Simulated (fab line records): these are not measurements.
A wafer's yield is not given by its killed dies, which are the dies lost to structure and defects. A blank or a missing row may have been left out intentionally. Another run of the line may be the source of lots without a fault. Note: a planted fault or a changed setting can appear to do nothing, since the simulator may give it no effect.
What tool caused it? -- flow n5-finfet -- Sampling: 24 lots, 72 wafers, 6 of 1938 route steps

WHAT EACH GAUGE READ, for each wafer
N5_BEOL_M9_THK_MEAS_01.
lot,measured,on,M9_ILD_THK (nm)
L074,day 9 12:11,film-metro-02,267 261 269
L075,day 9 20:30,film-metro-01,265 268 271
L076,day 10 12:19,film-metro-02,265 261 269
L077,day 10 20:08,film-metro-02,266 269 273
L080,day 10 23:45,film-metro-01,263 262 262
L078,day 11 03:34,film-metro-02,267 269 272
L079,day 11 04:50,film-metro-02,266 273 277
L081,day 11 12:32,film-metro-01,264 266 270
L083,day 11 16:44,film-metro-01,268 265 269
L082,day 11 18:25,film-metro-01,266 265 272
L084,day 12 05:05,film-metro-01,268 267 271
L085,day 12 06:28,film-metro-02,266 274 275
L086,day 12 22:44,film-metro-02,268 267 273
L087,day 13 01:16,film-metro-01,258 263 267
L089,day 13 05:51,film-metro-01,257 267 267
L088,day 13 08:10,film-metro-01,269 277 275
L091,day 13 10:31,film-metro-01,271 272 268
L090,day 13 15:49,film-metro-02,258 257 258
L092,day 14 00:37,film-metro-01,265 267 267
L093,day 14 11:57,film-metro-01,269 268 275
L095,day 14 22:34,film-metro-01,268 270 275
L094,day 15 19:11,film-metro-01,258 264 272
L096,day 15 21:02,film-metro-02,263 265 269
L097,day 15 22:31,film-metro-01,259 271 266

N5_BEOL_M9_OVL_MEAS_12.
lot,measured,on,M9_OVL (nm)
L074,day 9 13:40,overlay-02,0.8 0.5 -0.5
L075,day 9 21:43,overlay-02,-0.7 -0.7 0.3
L076,day 10 13:16,overlay-02,-0.1 -1.0 -0.4
L077,day 10 21:26,overlay-01,-1.2 -1.0 -0.9
L080,day 11 01:13,overlay-01,0.4 0.3 -0.5
L078,day 11 06:11,overlay-01,-0.1 -0.9 -0.3
L079,day 11 06:46,overlay-02,-0.2 0.8 0.7
L081,day 11 14:28,overlay-01,0.4 0.5 0.1
L083,day 11 17:52,overlay-01,0.2 0.0 -0.2
L082,day 11 22:19,overlay-01,0.5 0.2 1.1
L084,day 12 07:32,overlay-02,0.0 -0.3 0.0
L085,day 12 07:40,overlay-01,-0.3 -0.7 0.3
L086,day 13 00:22,overlay-02,0.1 0.2 0.8
L087,day 13 03:38,overlay-02,-2.0 -1.0 -0.9
L089,day 13 06:42,overlay-01,-0.7 -0.5 -0.7
L088,day 13 10:27,overlay-01,-0.2 1.0 0.6
L091,day 13 11:44,overlay-01,0.2 1.0 0.6
L090,day 13 17:07,overlay-01,-0.1 -1.2 -0.5
L092,day 14 02:53,overlay-01,-1.3 -0.4 -0.6
L093,day 14 12:59,overlay-02,0.6 1.3 0.0
L095,day 15 00:11,overlay-01,0.5 -0.4 -0.4
L094,day 15 19:49,overlay-01,0.0 -0.8 -1.0
L096,day 15 21:40,overlay-02,-0.7 -0.2 -0.4
L097,day 16 00:04,overlay-02,-1.5 -2.1 -0.2

N5_BEOL_M10_CD_MEAS_11: the cd target is 64.1 nm.
lot,measured,on,cd-nm (nm)
L074,day 9 20:06,cd-sem-03,64.5 64.0 64.2
L075,day 10 06:28,cd-sem-01,64.6 64.1 64.1
L076,day 10 21:23,cd-sem-03,64.2 63.6 63.6
L077,day 11 03:57,cd-sem-03,63.4 63.1 63.8
L080,day 11 09:07,cd-sem-03,63.4 64.0 63.6
L078,day 11 13:56,cd-sem-01,65.1 64.6 64.3
L079,day 11 14:28,cd-sem-03,65.4 65.8 65.4
L081,day 11 22:29,cd-sem-03,63.5 64.2 63.7
L083,day 12 02:02,cd-sem-01,64.1 64.9 65.1
L082,day 12 07:34,cd-sem-03,64.4 65.5 63.9
L084,day 12 15:32,cd-sem-01,63.8 63.4 63.4
L085,day 12 15:57,cd-sem-03,63.8 64.1 64.6
L086,day 13 06:56,cd-sem-01,63.9 64.1 64.9
L087,day 13 10:58,cd-sem-01,65.5 65.2 65.4
L089,day 13 14:42,cd-sem-03,63.6 63.6 62.7
L088,day 13 16:53,cd-sem-03,65.2 64.6 65.6
L091,day 13 18:34,cd-sem-03,64.6 63.8 64.4
L090,day 14 02:35,cd-sem-03,63.6 64.9 65.0
L092,day 14 12:45,cd-sem-01,63.9 63.5 63.6
L093,day 14 20:26,cd-sem-01,64.4 65.2 64.6
L095,day 15 15:38,cd-sem-02,64.0 63.9 63.8
L094,day 16 06:50,cd-sem-01,64.9 64.2 64.8
L096,day 16 06:24,cd-sem-01,64.9 64.4 65.3
L097,day 16 10:43,cd-sem-03,64.1 63.6 63.1

WHICH TOOL RAN EACH LOT (tool, then ch and the chambers of the sampled wafers, then the start)
lot,N5_BEOL_M9_HM_DEP_02,N5_BEOL_M9_STRIP_80,N5_BEOL_M10_PECVD_70
L074,"pvd-sputter-03, day 9 13:16","rie-diel-03 ch 1,2,3, day 9 18:43 or earlier","pecvd-01 ch 0,1, day 9 18:43"
L075,"pvd-sputter-02, day 9 21:12","rie-diel-04 ch 0,2, day 10 04:52 or earlier","pecvd-03 ch 0,2, day 10 04:52"
L076,"pvd-sputter-03, day 10 12:44","rie-diel-03 ch 2,3, day 10 19:57 or earlier","pecvd-04 ch 1,2, day 10 19:57"
L077,"pvd-sputter-02, day 10 21:02","rie-diel-04 ch 1,2,3, day 11 03:23 or earlier","pecvd-03 ch 0,1,2, day 11 03:23"
L080,"pvd-sputter-03, day 11 00:42","rie-diel-03 ch 0,1,3, day 11 07:38 or earlier","pecvd-04 ch 0,1, day 11 07:38"
L078,"pvd-sputter-03, day 11 05:47","rie-diel-02 ch 1,2, day 11 11:37 or earlier","pecvd-03 ch 0,2, day 11 11:37"
L079,"pvd-sputter-03, day 11 06:13","rie-diel-02 ch 0,2,3, day 11 12:34 or earlier","pecvd-03 ch 0,2, day 11 12:34"
L081,"pvd-sputter-02, day 11 13:56","rie-diel-02 ch 0,1, day 11 19:41 or earlier","pecvd-01 ch 0,1,2, day 11 19:41"
L083,"pvd-sputter-02, day 11 17:20","rie-diel-04 ch 0,2,3, day 12 00:33 or earlier","pecvd-03 ch 0,2, day 12 00:33"
L082,"pvd-sputter-03, day 11 21:47","rie-diel-02 ch 0,3, day 12 04:56 or earlier","pecvd-04 ch 1,2, day 12 04:56"
L084,"pvd-sputter-03, day 12 07:07","rie-diel-02 ch 0,3, day 12 14:16 or earlier","pecvd-04 ch 0,1,2, day 12 14:16"
L085,"pvd-sputter-01, day 12 07:16","rie-diel-04 ch 2,3, day 12 14:27 or earlier","pecvd-03 ch 1,2, day 12 14:27"
L086,"pvd-sputter-03, day 12 23:58","rie-diel-04 ch 0,2,3, day 13 06:08 or earlier","pecvd-04 ch 0,1,2, day 13 06:08"
L087,"pvd-sputter-02, day 13 03:05","rie-diel-03 ch 2,3, day 13 09:10 or earlier","pecvd-04 ch 0,1, day 13 09:10"
L089,"pvd-sputter-02, day 13 06:18","rie-diel-04 ch 0,1,3, day 13 13:08 or earlier","pecvd-03 ch 0,2, day 13 13:08"
L088,"pvd-sputter-03, day 13 09:56","rie-diel-02 ch 0,1, day 13 15:27 or earlier","pecvd-04 ch 1,2, day 13 15:27"
L091,"pvd-sputter-03, day 13 11:13","rie-diel-02 ch 1,2,3, day 13 17:41 or earlier","pecvd-03 ch 0,1,2, day 13 17:41"
L090,"pvd-sputter-03, day 13 16:43","rie-diel-02 ch 2,3, day 13 23:59 or earlier","pecvd-01 ch 0,1,2, day 13 23:59"
L092,"pvd-sputter-02, day 14 02:20","rie-diel-02 ch 0,1,2, day 14 10:55 or earlier","pecvd-03 ch 0,1,2, day 14 10:55"
L093,"pvd-sputter-02, day 14 12:27","rie-diel-03 ch 0,1,2, day 14 18:37 or earlier","pecvd-01 ch 0,1, day 14 18:37"
L095,"pvd-sputter-01, day 14 23:47","rie-diel-02 ch 1,3, day 15 15:12 or earlier","pecvd-01 ch 0,1, day 15 15:12"
L094,"pvd-sputter-01, day 15 19:17","rie-diel-03 ch 1,2,3, day 16 02:52 or earlier","pecvd-03 ch 0,1, day 16 02:52"
L096,"pvd-sputter-03, day 15 21:16","rie-diel-04 ch 1,2,3, day 16 02:37 or earlier","pecvd-04 ch 1,2, day 16 02:37"
L097,"pvd-sputter-03, day 15 23:32","rie-diel-03 ch 0,2,3, day 16 07:56 or earlier","pecvd-04 ch 1,2, day 16 07:56"
- N5_BEOL_M9_HM_DEP_02: deposits TiN, target thk 20 nm.
- N5_BEOL_M9_STRIP_80: strips in N2/H2, time 10 s.
- N5_BEOL_M10_PECVD_70: deposits SiO2 from TEOS/O2, target thk 20 nm, time 22.7 s.

WHAT THE TOOLS THEMSELVES READ (means of the sampled wafers that have a number; where no wafer has one, the mark that the record gives instead)
N5_BEOL_M9_HM_DEP_02.
lot,tool,throttle-valve-pct (%)
L074,pvd-sputter-03,29.4
L075,pvd-sputter-02,30.1
L076,pvd-sputter-03,29.5
L077,pvd-sputter-02,30.7
L080,pvd-sputter-03,30.2
L078,pvd-sputter-03,30.1
L079,pvd-sputter-03,30.2
L081,pvd-sputter-02,30.2
L083,pvd-sputter-02,28.9
L082,pvd-sputter-03,31.3
L084,pvd-sputter-03,30.2
L085,pvd-sputter-01,30.3
L086,pvd-sputter-03,29.4
L087,pvd-sputter-02,31.4
L089,pvd-sputter-02,29.4
L088,pvd-sputter-03,30.2
L091,pvd-sputter-03,29.3
L090,pvd-sputter-03,29.4
L092,pvd-sputter-02,30.6
L093,pvd-sputter-02,30.2
L095,pvd-sputter-01,29.8
L094,pvd-sputter-01,29.8
L096,pvd-sputter-03,29.4
L097,pvd-sputter-03,31.2

N5_BEOL_M9_STRIP_80.
lot,tool,drypump-motor-current-A (A),oes-product-au (a.u.),rf-vpp-V (V),showerhead-plenum-p-Torr (Torr),throttle-valve-pct (%)
L074,rie-diel-03,5.5,0.79,59.1,2.55,23.56
L075,rie-diel-04,5.7,0.71,59.5,2.54,23.76
L076,rie-diel-03,5.4,0.84,59.8,2.64,23.50
L077,rie-diel-04,5.9,0.81,59.6,2.62,23.38
L080,rie-diel-03,5.9,0.77,58.8,2.54,23.62
L078,rie-diel-02,5.8,0.84,59.9,2.58,23.40
L079,rie-diel-02,6.1,0.81,59.8,2.60,23.73
L081,rie-diel-02,5.2,0.73,60.0,2.52,23.84
L083,rie-diel-04,5.7,0.78,59.0,2.57,23.56
L082,rie-diel-02,5.6,0.75,59.4,2.57,23.91
L084,rie-diel-02,5.6,0.74,59.1,2.57,23.90
L085,rie-diel-04,5.7,0.79,59.5,2.61,23.57
L086,rie-diel-04,5.7,0.78,60.0,2.57,23.59
L087,rie-diel-03,5.4,0.81,58.7,2.63,23.52
L089,rie-diel-04,5.9,0.78,59.3,2.57,23.42
L088,rie-diel-02,5.3,0.76,58.7,2.54,23.59
L091,rie-diel-02,6.2,0.83,60.2,2.61,23.49
L090,rie-diel-02,6.6,0.85,59.0,2.66,23.56
L092,rie-diel-02,5.7,0.77,59.1,2.55,23.70
L093,rie-diel-03,5.7,0.73,58.8,2.48,23.68
L095,rie-diel-02,6.2,0.82,59.3,2.64,23.48
L094,rie-diel-03,5.6,0.76,59.2,2.53,23.61
L096,rie-diel-04,5.9,0.77,60.2,2.61,23.42
L097,rie-diel-03,5.5,0.76,58.8,2.57,23.63

N5_BEOL_M10_PECVD_70.
lot,tool,heater-power-outer-w (W),heater-power-w (W),showerhead-plenum-p-Torr (Torr),throttle-valve-pct (%)
L074,pecvd-01,375,666,8.74,23.0
L075,pecvd-03,372,656,8.79,22.6
L076,pecvd-04,467,830,8.69,22.6
L077,pecvd-03,391,696,8.80,22.4
L080,pecvd-04,478,833,8.75,22.4
L078,pecvd-03,373,670,8.83,21.6
L079,pecvd-03,368,653,8.77,22.7
L081,pecvd-01,403,688,8.76,22.4
L083,pecvd-03,357,632,8.79,22.8
L082,pecvd-04,426,780,8.69,22.6
L084,pecvd-04,480,856,8.72,22.7
L085,pecvd-03,442,786,8.85,21.4
L086,pecvd-04,428,785,8.72,22.6
L087,pecvd-04,475,832,8.75,22.7
L089,pecvd-03,437,747,8.83,21.8
L088,pecvd-04,446,786,8.70,22.1
L091,pecvd-03,390,693,8.81,22.3
L090,pecvd-01,429,740,8.75,22.3
L092,pecvd-03,412,733,8.81,22.3
L093,pecvd-01,383,686,8.74,22.9
L095,pecvd-01,357,644,8.73,22.9
L094,pecvd-03,319,589,8.76,23.2
L096,pecvd-04,494,876,8.68,23.2
L097,pecvd-04,438,797,8.68,22.9

THE ANSWER, worked out from the rows above alone
Rule: the lots themselves supply what counts as usual. Put in order of their means at a reading, lots are off if they are a third of the lots or fewer, leave a main group of 4 or more, and stand apart from it by a gap of 3 or more times the standard deviation of the main group's means; of several such gaps the widest counts. A main group whose means are all the same, to the digits that the tables above print for the reading, isn't used. Also off: a lot with no number at a reading for which 4 or more lots have one. The other lots that the step has rows for count as sound. The gauges are gone through in route order, then the tools' own readings, and for those a lot's mean is taken as printed above. At the first step where some lot is off, the reading lying furthest off is the one used; lots without a number count as furthest.
No lot is off on any of the readings shown, so nothing can be concluded from this.

WHAT HAD BEEN PUT IN BY THE SIMULATOR
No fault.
